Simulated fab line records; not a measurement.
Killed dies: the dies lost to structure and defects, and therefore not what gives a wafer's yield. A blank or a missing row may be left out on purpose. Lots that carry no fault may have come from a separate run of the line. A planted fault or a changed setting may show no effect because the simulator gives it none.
fab line records ; flow n5Finfet
record lots=24; wafers=72; lastDay=18
route steps=1938 shown HKMG_FIN@462 GATE_CUT@502 MOL_CONTACT_COAG@528
lots that met no fault: taken from a fault-free run of the same line
startH: start of the lot's first displayed wafer, in hours after the record's first day ; waitH: time in hours since the lot's previous step ; " same as the row above ; L1.1+2: one row covering several wafers at once ; - value missing, or start not given ; * or withheld: withheld ; < > ~ a bound
route shown NAME@n: NAME is a module with steps in the file, n the number in the route of the first one ; usual: mean/standard deviation of fault-free wafers ; same: alike in all rows ; chamber/n: place in a boat ; sites: each site's reading ; _std_site: standard deviation of those values ; _edge_site: mean of outer sites minus mean of inner sites ; radiusMm: for every site, how far away it sits from the centre of the wafer ; mask NAME#n: copy n ; behind: the tool/chamber that last shaped the wafer ; hold: why the lot was held/for how many hours/how that ended ; device: the n, p or np transistor that did not switch ; end of line: the tests these same wafers got at the end of their route ; a step given without rows: its recipe and nothing more ; killed: dies that structure and defects cost at the first sort, which is not the same as the wafer's yield ; map: a wafer's dies, marking killed ones x, the rest . and places with no die _
set.NAME: setting as actually run; set.NAME@STEP: the setting as run at that earlier step ; model.NAME: the simulator's own value behind a step, which no gauge read
steps of the route over a sample of lots; a table a step, a row a wafer
services: from which hour (startH, from the record's first day; less than 0 if before it) a tool's chamber was out of use, for how many hours, and why
## steps
# step N5_HKMG_FIN_CMP_94
# recipe stopOn=SiNx; postCmpClean=wDiluteNh4oh; tOverpolishS=4.7; downForcePsi=4; platenRpm=50.289; padVelocityMS=1.0006; targetThkNm=43.299
# usual motorCurrentA=12.4/1.3; padLifeWafers=1129/450
lot.wafer;tool;chamber;startH;waitH;motorCurrentA;padLifeWafers
L074.3;cmp-01;3;79.24;0.4;14.0;1836
L074.2;cmp-01;0;79.24;0.4;10.2;1837
L074.1;cmp-01;2;79.24;0.4;12.9;1839
L075.1;cmp-02;3;89.38;0.4;11.4;978
L075.4;cmp-02;1;89.38;0.4;13.5;980
L075.6;cmp-02;0;89.38;0.4;13.7;-
L076.3;cmp-01;2;90.21;0.4;13.1;1956
L076.4;cmp-01;3;90.21;0.4;13.9;1957
L076.5;cmp-01;2;90.21;0.4;13.2;-
L077.4;cmp-02;2;100.12;0.3;11.9;1075
L077.6;cmp-02;1;100.12;0.3;13.0;-
L077.5;cmp-02;2;100.12;0.3;11.1;-
L078.4;cmp-03;0;106.16;0.3;13.9;775
L078.2;cmp-03;1;106.16;0.3;11.6;776
L078.5;cmp-03;3;106.16;0.3;13.5;-
L079.3;cmp-03;2;110.11;0.4;12.3;810
L079.2;cmp-03;3;110.11;0.4;13.1;811
L079.1;cmp-03;0;110.11;0.4;14.5;812
L080.4;cmp-02;0;119.45;0.3;13.2;1189
L080.2;cmp-02;2;119.45;0.3;11.2;1191
L080.5;cmp-02;3;119.45;0.3;10.6;-
L081.2;cmp-02;1;121.67;0.3;13.1;1214
L081.3;cmp-02;2;121.67;0.3;11.5;1215
L081.5;cmp-02;3;121.67;0.3;10.8;-
L082.1;cmp-03;3;130.77;0.3;13.1;1004
L082.4;cmp-03;0;130.77;0.3;14.1;1005
L082.6;cmp-03;2;130.77;0.3;12.9;-
L083.4;cmp-02;3;134.86;0.4;10.7;1332
L083.1;cmp-02;0;134.86;0.4;13.5;1333
L083.3;cmp-02;1;134.86;0.4;12.8;1334
L084.4;cmp-03;2;141.05;0.4;11.7;1080
L084.1;cmp-03;1;141.05;0.4;11.5;1083
L084.6;cmp-03;2;141.05;0.4;12.2;-
L085.3;cmp-02;0;147.29;0.4;13.6;1440
L085.1;cmp-02;2;147.29;0.4;11.7;1442
L085.2;cmp-02;3;147.29;0.4;10.7;1443
L086.4;cmp-03;2;153.58;0.4;12.8;1194
L086.3;cmp-03;3;153.58;0.4;12.6;1195
L086.6;cmp-03;2;153.58;0.4;11.9;-
L087.3;cmp-01;1;160.45;0.3;10.2;277
L087.2;cmp-01;2;160.45;0.3;12.1;278
L087.4;cmp-01;3;160.45;0.3;13.3;279
L088.3;cmp-03;0;168.64;0.3;14.8;1297
L088.4;cmp-03;1;168.64;0.3;10.6;1298
L088.5;cmp-03;0;168.64;0.3;14.4;-
L089.2;cmp-02;1;171.56;0.4;12.6;1608
L089.4;cmp-02;0;171.56;0.4;13.5;1611
L089.5;cmp-02;1;171.56;0.4;13.3;-
L090.1;cmp-01;0;180.14;0.3;10.4;439
L090.3;cmp-01;1;180.14;0.3;9.9;440
L090.2;cmp-01;2;180.14;0.3;13.5;441
L091.1;cmp-02;0;187.55;0.2;13.7;1743
L091.6;cmp-02;1;187.55;0.2;12.7;-
L091.5;cmp-02;2;187.55;0.2;11.4;-
L092.4;cmp-01;3;188.09;0.3;13.2;499
L092.1;cmp-01;0;188.09;0.3;10.4;500
L092.3;cmp-01;1;188.09;0.3;10.1;501
L093.2;cmp-03;0;198.18;0.3;14.5;1549
L093.4;cmp-03;1;198.18;0.3;12.4;1550
L093.6;cmp-03;0;198.18;0.3;14.7;-
L094.3;cmp-01;2;200.37;0.3;13.7;559
L094.2;cmp-01;0;200.37;0.3;11.2;561
L094.5;cmp-01;1;200.37;0.3;9.8;-
L095.1;cmp-03;0;205.49;0.3;14.8;1640
L095.4;cmp-03;1;205.49;0.3;10.9;1641
L095.6;cmp-03;2;205.49;0.3;12.3;-
L096.4;cmp-01;0;219.90;0.4;11.1;774
L096.1;cmp-01;1;219.90;0.4;9.9;775
L096.6;cmp-01;0;219.90;0.4;10.9;-
L097.2;cmp-01;3;224.68;0.4;13.1;810
L097.6;cmp-01;3;224.68;0.4;13.3;-
L097.5;cmp-01;0;224.68;0.4;10.9;-
# step N5_GATE_CUT_CUT_ETCH_55
# recipe chemistry=BCl3; target=HfO2; maskMaterial=SiO2; targetDepthA=32; ionEnergyEv=30; pressureMtorr=5; icpW=450; biasW=18; bcl3FlowSccm=80
# usual drypumpMotorCurrentA=5.7/0.33; oesProductAu=0.79/0.089; throttleValvePct=32.8/0.47
lot.wafer;tool;chamber;startH;waitH;drypumpMotorCurrentA;oesProductAu;rfHoursCounterH;throttleValvePct
L074.1;rieMetal-02;1;84.22;0.0;6.3;0.79;31;31.9
L074.2;rieMetal-02;0;84.22;0.0;5.6;0.77;39;32.1
L074.3;rieMetal-02;1;84.22;0.0;6.3;0.78;-;31.9
L075.1;rieMetal-03;1;94.44;0.0;5.9;0.82;32;32.8
L075.4;rieMetal-03;0;94.44;0.0;5.6;0.79;-;32.8
L075.6;rieMetal-03;1;94.44;0.0;5.9;0.82;-;32.8
L076.3;rieMetal-03;1;95.43;0.0;6.0;0.82;-;32.8
L076.4;rieMetal-03;0;95.43;0.0;5.6;0.80;-;32.9
L076.5;rieMetal-03;0;95.43;0.0;5.6;0.79;-;32.8
L077.4;rieMetal-01;1;105.17;0.0;5.5;0.61;-;32.9
L077.5;rieMetal-01;1;105.17;0.0;5.5;0.61;-;32.9
L077.6;rieMetal-01;0;105.17;0.0;5.2;0.97;-;33.4
L078.2;rieMetal-02;0;112.69;0.0;5.6;0.78;42;32.1
L078.4;rieMetal-02;0;112.69;0.0;5.6;0.77;-;32.1
L078.5;rieMetal-02;1;112.69;0.0;6.3;0.79;-;32.0
L079.1;rieMetal-01;0;115.13;0.0;5.2;0.96;3;33.4
L079.2;rieMetal-01;1;115.13;0.0;5.5;0.62;128;32.9
L079.3;rieMetal-01;0;115.13;0.0;5.1;0.96;-;33.4
L080.2;rieMetal-03;1;124.10;0.0;5.9;0.82;35;32.9
L080.4;rieMetal-03;1;124.10;0.0;5.9;0.81;-;32.8
L080.5;rieMetal-03;1;124.10;0.0;5.9;0.82;-;32.9
L081.2;rieMetal-03;1;126.28;0.0;5.9;0.82;35;32.8
L081.3;rieMetal-03;1;126.28;0.0;5.9;0.81;-;32.8
L081.5;rieMetal-03;0;126.28;0.0;5.6;0.78;-;32.9
L082.1;rieMetal-01;0;135.18;0.0;5.1;0.94;5;33.4
L082.4;rieMetal-01;1;135.18;0.0;5.6;0.62;-;32.9
L082.6;rieMetal-01;0;135.18;0.0;5.2;0.94;-;33.4
L083.1;rieMetal-01;0;139.71;0.0;5.2;0.93;6;33.4
L083.3;rieMetal-01;0;139.71;0.0;5.2;0.93;-;33.4
L083.4;rieMetal-01;1;139.71;0.0;5.5;0.61;-;32.9
L084.1;rieMetal-02;1;145.52;0.0;6.3;0.78;37;31.9
L084.4;rieMetal-02;0;145.52;0.0;5.6;0.77;-;32.1
L084.6;rieMetal-02;0;145.52;0.0;5.6;0.77;-;32.1
L085.1;rieMetal-03;1;151.89;0.0;5.9;0.80;37;32.8
L085.2;rieMetal-03;0;151.89;0.0;5.6;0.78;39;32.9
L085.3;rieMetal-03;1;151.89;0.0;5.9;0.81;-;32.8
L086.3;rieMetal-03;1;158.28;0.0;5.9;0.80;-;32.8
L086.4;rieMetal-03;0;158.28;0.0;5.6;0.79;-;32.8
L086.6;rieMetal-03;0;158.28;0.0;5.6;0.78;-;32.9
L087.2;rieMetal-03;0;165.17;0.0;5.6;0.78;40;32.9
L087.3;rieMetal-03;0;165.17;0.0;5.6;0.78;-;32.8
L087.4;rieMetal-03;1;165.17;0.0;5.9;0.81;-;32.9
L088.3;rieMetal-01;0;173.42;0.0;5.2;0.92;-;33.4
L088.4;rieMetal-01;1;173.42;0.0;5.5;0.61;-;32.9
L088.5;rieMetal-01;0;173.42;0.0;5.2;0.92;-;33.4
L089.2;rieMetal-01;0;176.42;0.0;5.2;0.92;9;33.4
L089.4;rieMetal-01;1;176.42;0.0;5.5;0.61;-;32.9
L089.5;rieMetal-01;0;176.42;0.0;5.2;0.92;-;33.4
L090.1;rieMetal-03;0;184.63;0.0;5.6;0.79;42;32.9
L090.2;rieMetal-03;1;184.63;0.0;5.9;0.80;40;32.9
L090.3;rieMetal-03;1;184.63;0.0;5.9;0.79;-;32.8
L091.1;rieMetal-02;1;193.70;0.0;6.3;0.78;41;31.9
L091.5;rieMetal-02;0;193.70;0.0;5.7;0.76;-;32.1
L091.6;rieMetal-02;1;193.70;0.0;6.3;0.77;-;32.0
L092.1;rieMetal-02;1;194.05;0.0;6.3;0.78;41;32.0
L092.3;rieMetal-02;0;194.05;0.0;5.6;0.76;-;32.1
L092.4;rieMetal-02;1;194.05;0.0;6.3;0.77;-;32.0
L093.2;rieMetal-03;1;202.85;0.0;5.9;0.80;41;32.9
L093.4;rieMetal-03;1;202.85;0.0;5.9;0.80;-;32.9
L093.6;rieMetal-03;1;202.85;0.0;5.9;0.80;-;32.8
L094.2;rieMetal-03;1;205.21;0.0;5.9;0.80;42;32.8
L094.3;rieMetal-03;1;205.21;0.0;5.9;0.79;-;32.8
L094.5;rieMetal-03;1;205.21;0.0;5.9;0.80;-;32.8
L095.1;rieMetal-02;1;211.16;0.0;6.3;0.76;43;32.0
L095.4;rieMetal-02;0;211.16;0.0;5.6;0.75;-;32.2
L095.6;rieMetal-02;0;211.16;0.0;5.6;0.75;-;32.1
L096.1;rieMetal-03;0;225.37;0.0;5.6;0.78;45;32.9
L096.4;rieMetal-03;1;225.37;0.0;5.9;0.80;-;32.9
L096.6;rieMetal-03;1;225.37;0.0;5.9;0.79;-;32.8
L097.2;rieMetal-01;1;229.92;0.0;5.5;0.98;3;33.8
L097.5;rieMetal-01;0;229.92;0.0;5.2;0.87;-;33.4
L097.6;rieMetal-01;1;229.92;0.0;5.5;0.97;-;33.7
# step N5_GATE_CUT_VAPOR_ETCH_48
# recipe chemistry=BCl3/Cl2; target=TiN; mode=isotropic
# usual drypumpMotorCurrentA=5.7/0.34; oesProductAu=0.79/0.088
lot.wafer;tool;chamber;startH;waitH;drypumpMotorCurrentA;oesProductAu
L074.1;rieMetal-02;1;84.28;0.0;6.4;0.80
L074.2;rieMetal-02;0;84.28;0.0;5.6;0.78
L074.3;rieMetal-02;1;84.28;0.0;6.4;0.79
L075.1;rieMetal-03;1;94.50;0.0;5.9;0.82
L075.4;rieMetal-03;0;94.50;0.0;5.6;0.80
L075.6;rieMetal-03;1;94.50;0.0;5.9;0.82
L076.3;rieMetal-03;1;95.49;0.0;5.9;0.81
L076.4;rieMetal-03;0;95.49;0.0;5.6;0.81
L076.5;rieMetal-03;0;95.49;0.0;5.6;0.80
L077.4;rieMetal-01;1;105.23;0.0;5.5;0.60
L077.5;rieMetal-01;1;105.23;0.0;5.5;0.61
L077.6;rieMetal-01;0;105.23;0.0;5.2;0.96
L078.2;rieMetal-02;0;112.75;0.0;5.6;0.78
L078.4;rieMetal-02;0;112.75;0.0;5.6;0.79
L078.5;rieMetal-02;1;112.75;0.0;6.3;0.79
L079.1;rieMetal-01;0;115.19;0.0;5.2;0.94
L079.2;rieMetal-01;1;115.19;0.0;5.5;0.60
L079.3;rieMetal-01;0;115.19;0.0;5.2;0.94
L080.2;rieMetal-03;1;124.16;0.0;6.0;0.81
L080.4;rieMetal-03;1;124.16;0.0;5.9;0.81
L080.5;rieMetal-03;1;124.16;0.0;5.9;0.81
L081.2;rieMetal-03;1;126.34;0.0;5.9;0.81
L081.3;rieMetal-03;1;126.34;0.0;5.9;0.81
L081.5;rieMetal-03;0;126.34;0.0;5.6;0.80
L082.1;rieMetal-01;0;135.24;0.0;5.1;0.94
L082.4;rieMetal-01;1;135.24;0.0;5.5;0.61
L082.6;rieMetal-01;0;135.24;0.0;5.2;0.92
L083.1;rieMetal-01;0;139.77;0.0;5.2;0.92
L083.3;rieMetal-01;0;139.77;0.0;5.2;0.93
L083.4;rieMetal-01;1;139.77;0.0;5.5;0.60
L084.1;rieMetal-02;1;145.58;0.0;6.3;0.79
L084.4;rieMetal-02;0;145.58;0.0;5.6;0.78
L084.6;rieMetal-02;0;145.58;0.0;5.6;0.77
L085.1;rieMetal-03;1;151.95;0.0;5.9;0.80
L085.2;rieMetal-03;0;151.95;0.0;5.6;0.80
L085.3;rieMetal-03;1;151.95;0.0;5.9;0.80
L086.3;rieMetal-03;1;158.34;0.0;5.9;0.80
L086.4;rieMetal-03;0;158.34;0.0;5.6;0.80
L086.6;rieMetal-03;0;158.34;0.0;5.6;0.80
L087.2;rieMetal-03;0;165.23;0.0;5.6;0.79
L087.3;rieMetal-03;0;165.23;0.0;5.6;0.80
L087.4;rieMetal-03;1;165.23;0.0;5.9;0.80
L088.3;rieMetal-01;0;173.48;0.0;5.2;0.91
L088.4;rieMetal-01;1;173.48;0.0;5.5;0.60
L088.5;rieMetal-01;0;173.48;0.0;5.2;0.90
L089.2;rieMetal-01;0;176.48;0.0;5.2;0.90
L089.4;rieMetal-01;1;176.48;0.0;5.5;0.60
L089.5;rieMetal-01;0;176.48;0.0;5.2;0.91
L090.1;rieMetal-03;0;184.69;0.0;5.6;0.78
L090.2;rieMetal-03;1;184.69;0.0;5.9;0.79
L090.3;rieMetal-03;1;184.69;0.0;6.0;0.80
L091.1;rieMetal-02;1;193.76;0.0;6.3;0.77
L091.5;rieMetal-02;0;193.76;0.0;5.7;0.77
L091.6;rieMetal-02;1;193.76;0.0;6.3;0.77
L092.1;rieMetal-02;1;194.11;0.0;6.3;0.77
L092.3;rieMetal-02;0;194.11;0.0;5.7;0.77
L092.4;rieMetal-02;1;194.11;0.0;6.3;0.77
L093.2;rieMetal-03;1;202.91;0.0;5.9;0.79
L093.4;rieMetal-03;1;202.91;0.0;5.9;0.80
L093.6;rieMetal-03;1;202.91;0.0;5.9;0.79
L094.2;rieMetal-03;1;205.27;0.0;5.9;0.79
L094.3;rieMetal-03;1;205.27;0.0;5.9;0.79
L094.5;rieMetal-03;1;205.27;0.0;5.9;0.78
L095.1;rieMetal-02;1;211.22;0.0;6.3;0.76
L095.4;rieMetal-02;0;211.22;0.0;5.6;0.76
L095.6;rieMetal-02;0;211.22;0.0;5.6;0.76
L096.1;rieMetal-03;0;225.43;0.0;5.6;0.78
L096.4;rieMetal-03;1;225.43;0.0;5.9;0.79
L096.6;rieMetal-03;1;225.43;0.0;6.0;0.78
L097.2;rieMetal-01;1;229.98;0.0;5.5;0.97
L097.5;rieMetal-01;0;229.98;0.0;5.2;0.87
L097.6;rieMetal-01;1;229.98;0.0;5.5;0.98
# step N5_GATE_CUT_THK_MEAS_24
# recipe reads=SiO2_of_GATE_CUT_HM_DEP_46+SiO2_flowable_of_ILD0_FCVD_FILL_01
# usual GC_FILL_THK=219.3/2
lot.wafer;tool;chamber;startH;waitH;GC_FILL_THK[nm]
L074.1;filmMetro-02;-;86.33;-;218.9
L074.2;filmMetro-02;-;86.33;-;219.6
L074.3;filmMetro-02;-;86.33;-;218.3
L075.1;filmMetro-01;-;97.04;-;217.7
L075.4;filmMetro-01;-;97.04;-;224.8
L075.6;filmMetro-01;-;97.04;-;220.9
L076.3;filmMetro-01;-;98.64;-;217.5
L076.4;filmMetro-01;-;98.64;-;220.2
L076.5;filmMetro-01;-;98.64;-;216.7
L077.4;filmMetro-01;-;108.68;-;218.4
L077.5;filmMetro-01;-;108.68;-;218.9
L077.6;filmMetro-01;-;108.68;-;217.5
L078.2;filmMetro-02;-;114.89;-;219.8
L078.4;filmMetro-02;-;114.89;-;220.1
L078.5;filmMetro-02;-;114.89;-;223.7
L079.1;filmMetro-01;-;117.31;-;216.8
L079.2;filmMetro-01;-;117.31;-;219.5
L079.3;filmMetro-01;-;117.31;-;215.9
L080.2;filmMetro-02;-;129.45;-;219.5
L080.4;filmMetro-02;-;129.45;-;218.3
L080.5;filmMetro-02;-;129.45;-;220.4
L081.2;filmMetro-01;-;129.56;-;218.0
L081.3;filmMetro-01;-;129.56;-;218.5
L081.5;filmMetro-01;-;129.56;-;221.9
L082.1;filmMetro-02;-;137.29;-;218.7
L082.4;filmMetro-02;-;137.29;-;219.2
L082.6;filmMetro-02;-;137.29;-;221.7
L083.1;filmMetro-01;-;141.81;-;219.6
L083.3;filmMetro-01;-;141.81;-;218.6
L083.4;filmMetro-01;-;141.81;-;221.7
L084.1;filmMetro-01;-;148.00;-;219.5
L084.4;filmMetro-01;-;148.00;-;224.5
L084.6;filmMetro-01;-;148.00;-;221.2
L085.1;filmMetro-02;-;154.00;-;220.4
L085.2;filmMetro-02;-;154.00;-;219.5
L085.3;filmMetro-02;-;154.00;-;217.9
L086.3;filmMetro-01;-;160.96;-;218.3
L086.4;filmMetro-01;-;160.96;-;216.9
L086.6;filmMetro-01;-;160.96;-;220.1
L087.2;filmMetro-01;-;168.04;-;220.1
L087.3;filmMetro-01;-;168.04;-;219.1
L087.4;filmMetro-01;-;168.04;-;221.9
L088.3;filmMetro-02;-;176.31;-;219.2
L088.4;filmMetro-02;-;176.31;-;221.9
L088.5;filmMetro-02;-;176.31;-;220.8
L089.2;filmMetro-01;-;179.83;-;216.8
L089.4;filmMetro-01;-;179.83;-;220.0
L089.5;filmMetro-01;-;179.83;-;217.9
L090.1;filmMetro-01;-;186.77;-;220.3
L090.2;filmMetro-01;-;186.77;-;218.6
L090.3;filmMetro-01;-;186.77;-;220.3
L091.1;filmMetro-02;-;195.93;-;217.2
L091.5;filmMetro-02;-;195.93;-;221.4
L091.6;filmMetro-02;-;195.93;-;219.2
L092.1;filmMetro-01;-;197.55;-;215.4
L092.3;filmMetro-01;-;197.55;-;217.8
L092.4;filmMetro-01;-;197.55;-;216.0
L093.2;filmMetro-01;-;204.95;-;216.7
L093.4;filmMetro-01;-;204.95;-;221.3
L093.6;filmMetro-01;-;204.95;-;219.2
L094.2;filmMetro-01;-;207.57;-;216.7
L094.3;filmMetro-01;-;207.57;-;215.6
L094.5;filmMetro-01;-;207.57;-;219.3
L095.1;filmMetro-01;-;213.29;-;219.0
L095.4;filmMetro-01;-;213.29;-;219.7
L095.6;filmMetro-01;-;213.29;-;220.5
L096.1;filmMetro-01;-;228.58;-;219.2
L096.4;filmMetro-01;-;228.58;-;218.3
L096.6;filmMetro-01;-;228.58;-;220.9
L097.2;filmMetro-01;-;232.03;-;218.8
L097.5;filmMetro-01;-;232.03;-;219.5
L097.6;filmMetro-01;-;232.03;-;221.3
# step N5_MOL_CONTACT_COAG_INSPECT_10
# recipe mode=adi; inspectInstrument=brightfield
# usual rawDefectCount=73/27
lot.wafer;tool;chamber;startH;waitH;rawDefectCount
L074.1;defectInspect-02;-;87.59;0.1;116
L074.2;defectInspect-02;-;87.59;0.1;65
L074.3;defectInspect-02;-;87.59;0.1;94
L075.1;defectInspect-01;-;98.17;0.1;42
L075.4;defectInspect-01;-;98.17;0.1;43
L075.6;defectInspect-01;-;98.17;0.1;45
L076.3;defectInspect-02;-;99.89;0.0;132
L076.4;defectInspect-02;-;99.89;0.0;77
L076.5;defectInspect-02;-;99.89;0.0;121
L077.4;defectInspect-02;-;109.81;0.0;40
L077.5;defectInspect-02;-;109.81;0.0;38
L077.6;defectInspect-02;-;109.81;0.0;33
L078.2;defectInspect-01;-;116.02;0.0;58
L078.4;defectInspect-01;-;116.02;0.0;73
L078.5;defectInspect-01;-;116.02;0.0;103
L079.1;defectInspect-02;-;118.43;0.1;101
L079.2;defectInspect-02;-;118.43;0.1;117
L079.3;defectInspect-02;-;118.43;0.1;88
L080.2;defectInspect-01;-;130.71;0.0;46
L080.4;defectInspect-01;-;130.71;0.0;123
L080.5;defectInspect-01;-;130.71;0.0;62
L081.2;defectInspect-01;-;130.75;0.0;125
L081.3;defectInspect-01;-;130.75;0.0;92
L081.5;defectInspect-01;-;130.75;0.0;72
L082.1;defectInspect-02;-;138.42;0.1;49
L082.4;defectInspect-02;-;138.42;0.1;54
L082.6;defectInspect-02;-;138.42;0.1;50
L083.1;defectInspect-02;-;143.07;0.1;91
L083.3;defectInspect-02;-;143.07;0.1;82
L083.4;defectInspect-02;-;143.07;0.1;78
L084.1;defectInspect-01;-;149.13;0.1;78
L084.4;defectInspect-01;-;149.13;0.1;52
L084.6;defectInspect-01;-;149.13;0.1;85
L085.1;defectInspect-01;-;155.13;0.1;28
L085.2;defectInspect-01;-;155.13;0.1;62
L085.3;defectInspect-01;-;155.13;0.1;54
L086.3;defectInspect-02;-;162.10;0.0;62
L086.4;defectInspect-02;-;162.10;0.0;57
L086.6;defectInspect-02;-;162.10;0.0;75
L087.2;defectInspect-01;-;169.37;0.0;74
L087.3;defectInspect-01;-;169.37;0.0;61
L087.4;defectInspect-01;-;169.37;0.0;92
L088.3;defectInspect-01;-;177.56;0.0;90
L088.4;defectInspect-01;-;177.56;0.0;144
L088.5;defectInspect-01;-;177.56;0.0;103
L089.2;defectInspect-01;-;181.01;0.0;54
L089.4;defectInspect-01;-;181.01;0.0;74
L089.5;defectInspect-01;-;181.01;0.0;91
L090.1;defectInspect-01;-;187.98;0.1;37
L090.2;defectInspect-01;-;187.98;0.1;84
L090.3;defectInspect-01;-;187.98;0.1;56
L091.1;defectInspect-01;-;197.05;0.1;45
L091.5;defectInspect-01;-;197.05;0.1;79
L091.6;defectInspect-01;-;197.05;0.1;48
L092.1;defectInspect-01;-;198.68;0.1;62
L092.3;defectInspect-01;-;198.68;0.1;60
L092.4;defectInspect-01;-;198.68;0.1;56
L093.2;defectInspect-01;-;206.21;0.0;77
L093.4;defectInspect-01;-;206.21;0.0;85
L093.6;defectInspect-01;-;206.21;0.0;72
L094.2;defectInspect-02;-;208.82;0.0;79
L094.3;defectInspect-02;-;208.82;0.0;90
L094.5;defectInspect-02;-;208.82;0.0;78
L095.1;defectInspect-01;-;214.54;0.1;70
L095.4;defectInspect-01;-;214.54;0.1;75
L095.6;defectInspect-01;-;214.54;0.1;103
L096.1;defectInspect-02;-;229.84;0.1;46
L096.4;defectInspect-02;-;229.84;0.1;68
L096.6;defectInspect-02;-;229.84;0.1;72
L097.2;defectInspect-02;-;233.15;0.0;63
L097.5;defectInspect-02;-;233.15;0.0;112
L097.6;defectInspect-02;-;233.15;0.0;51
# step N5_MOL_CONTACT_COAG_SPUTTER_143
# recipe material=Co; targetThkA=25; tempC=25; chamberPressurePa=0.2
# usual chamberPressurePa=0.2000/0.00039; throttleValvePct=29.8/0.99
lot.wafer;tool;chamber;startH;waitH;chamberPressurePa;throttleValvePct
L074.1;pvdSputter-03;-;92.67;0.0;0.2005;30.0
L074.2;pvdSputter-03;-;92.67;0.0;0.1999;29.6
L074.3;pvdSputter-03;-;92.67;0.0;0.2003;29.7
L075.1;pvdSputter-03;-;101.29;0.0;0.2000;29.3
L075.4;pvdSputter-03;-;101.29;0.0;0.2000;30.7
L075.6;pvdSputter-03;-;101.29;0.0;0.1997;29.2
L076.3;pvdSputter-01;-;102.33;0.0;0.1997;31.0
L076.4;pvdSputter-01;-;102.33;0.0;0.2000;29.0
L076.5;pvdSputter-01;-;102.33;0.0;0.2000;30.1
L077.4;pvdSputter-02;-;111.83;0.0;0.1999;28.8
L077.5;pvdSputter-02;-;111.83;0.0;0.2001;30.8
L077.6;pvdSputter-02;-;111.83;0.0;0.2011;31.0
L078.2;pvdSputter-02;-;120.19;0.0;0.2006;30.8
L078.4;pvdSputter-02;-;120.19;0.0;0.1998;28.9
L078.5;pvdSputter-02;-;120.19;0.0;0.2000;27.7
L079.1;pvdSputter-03;-;120.25;0.0;0.1993;30.3
L079.2;pvdSputter-03;-;120.25;0.0;0.1997;30.6
L079.3;pvdSputter-03;-;120.25;0.0;0.2001;29.6
L081.2;pvdSputter-02;-;135.54;0.0;0.2001;31.1
L081.3;pvdSputter-02;-;135.54;0.0;0.1999;31.1
L081.5;pvdSputter-02;-;135.54;0.0;0.1997;30.5
L080.2;pvdSputter-02;-;135.70;0.0;0.2004;29.1
L080.4;pvdSputter-02;-;135.70;0.0;0.2005;28.2
L080.5;pvdSputter-02;-;135.70;0.0;0.2001;30.7
L082.1;pvdSputter-02;-;141.55;0.0;0.2000;27.9
L082.4;pvdSputter-02;-;141.55;0.0;0.1990;30.6
L082.6;pvdSputter-02;-;141.55;0.0;0.1999;29.1
L083.1;pvdSputter-03;-;145.61;0.0;0.2000;30.4
L083.3;pvdSputter-03;-;145.61;0.0;0.2002;29.7
L083.4;pvdSputter-03;-;145.61;0.0;0.2004;30.7
L084.1;pvdSputter-01;-;151.26;0.0;0.2007;30.2
L084.4;pvdSputter-01;-;151.26;0.0;0.2000;31.1
L084.6;pvdSputter-01;-;151.26;0.0;0.2001;29.0
L085.1;pvdSputter-03;-;159.43;0.0;0.2001;31.0
L085.2;pvdSputter-03;-;159.43;0.0;0.2009;30.2
L085.3;pvdSputter-03;-;159.43;0.0;0.2004;29.1
L086.3;pvdSputter-01;-;164.81;0.0;0.1997;29.7
L086.4;pvdSputter-01;-;164.81;0.0;0.2007;29.8
L086.6;pvdSputter-01;-;164.81;0.0;0.1998;29.1
L087.2;pvdSputter-02;-;172.67;0.0;0.2001;30.9
L087.3;pvdSputter-02;-;172.67;0.0;0.1997;28.9
L087.4;pvdSputter-02;-;172.67;0.0;0.2001;27.8
L088.3;pvdSputter-02;-;180.66;0.0;0.1999;28.8
L088.4;pvdSputter-02;-;180.66;0.0;0.2002;27.8
L088.5;pvdSputter-02;-;180.66;0.0;0.2000;27.9
L089.2;pvdSputter-01;-;184.72;0.0;0.2001;29.5
L089.4;pvdSputter-01;-;184.72;0.0;0.1999;30.6
L089.5;pvdSputter-01;-;184.72;0.0;0.2000;29.0
L090.1;pvdSputter-01;-;190.09;0.0;0.1997;30.6
L090.2;pvdSputter-01;-;190.09;0.0;0.2002;28.8
L090.3;pvdSputter-01;-;190.09;0.0;0.2001;29.4
L091.1;pvdSputter-02;-;199.58;0.0;0.2000;30.9
L091.5;pvdSputter-02;-;199.58;0.0;0.1993;28.7
L091.6;pvdSputter-02;-;199.58;0.0;0.1996;27.7
L092.1;pvdSputter-03;-;200.56;0.0;0.2002;29.4
L092.3;pvdSputter-03;-;200.56;0.0;0.2000;30.0
L092.4;pvdSputter-03;-;200.56;0.0;0.2002;30.7
L093.2;pvdSputter-01;-;208.22;0.0;0.1998;28.8
L093.4;pvdSputter-01;-;208.22;0.0;0.2006;29.6
L093.6;pvdSputter-01;-;208.22;0.0;0.2000;29.6
L094.2;pvdSputter-02;-;211.79;0.0;0.2003;29.2
L094.3;pvdSputter-02;-;211.79;0.0;0.1995;30.9
L094.5;pvdSputter-02;-;211.79;0.0;0.1994;31.0
L095.1;pvdSputter-01;-;217.06;0.0;0.2000;30.2
L095.4;pvdSputter-01;-;217.06;0.0;0.1999;29.5
L095.6;pvdSputter-01;-;217.06;0.0;0.1994;29.6
L096.1;pvdSputter-01;-;232.50;0.0;0.1993;30.9
L096.4;pvdSputter-01;-;232.50;0.0;0.2001;29.9
L096.6;pvdSputter-01;-;232.50;0.0;0.2000;30.8
L097.2;pvdSputter-02;-;237.13;0.0;0.2013;30.7
L097.5;pvdSputter-02;-;237.13;0.0;0.2004;30.8
L097.6;pvdSputter-02;-;237.13;0.0;0.2000;27.7
## services
tool;chamber;startH;hours;kind
rieMetal-01;0;64.59;-;clean
rieMetal-01;0;64.59;19.9;scheduledDown
rieMetal-01;0;64.59;19.9;ventCycle
cmp-03;-;72.87;18.0;pm
cmp-03;-;95.47;2.7;repair
cmp-02;-;100.69;6.1;pm
cmp-03;-;102.56;0.4;repair
cmp-01;-;112.97;4.0;pm
cmp-01;-;116.97;-;consumableReplace:conditioner
cmp-01;-;116.97;-;consumableReplace:pad
cmp-01;-;116.97;6.3;pm
cmp-01;-;147.64;1.0;repair
rieMetal-01;-;167.32;2.4;repair
cmp-02;-;173.98;0.5;repair
rieMetal-01;1;182.03;-;clean
rieMetal-01;1;182.03;18.0;scheduledDown
rieMetal-01;1;182.03;18.0;ventCycle
cmp-02;-;191.17;9.8;repair
cmp-01;-;195.35;3.5;repair
cmp-01;-;228.23;0.9;repair
cmp-01;-;230.09;1.5;repair
## key
fault none
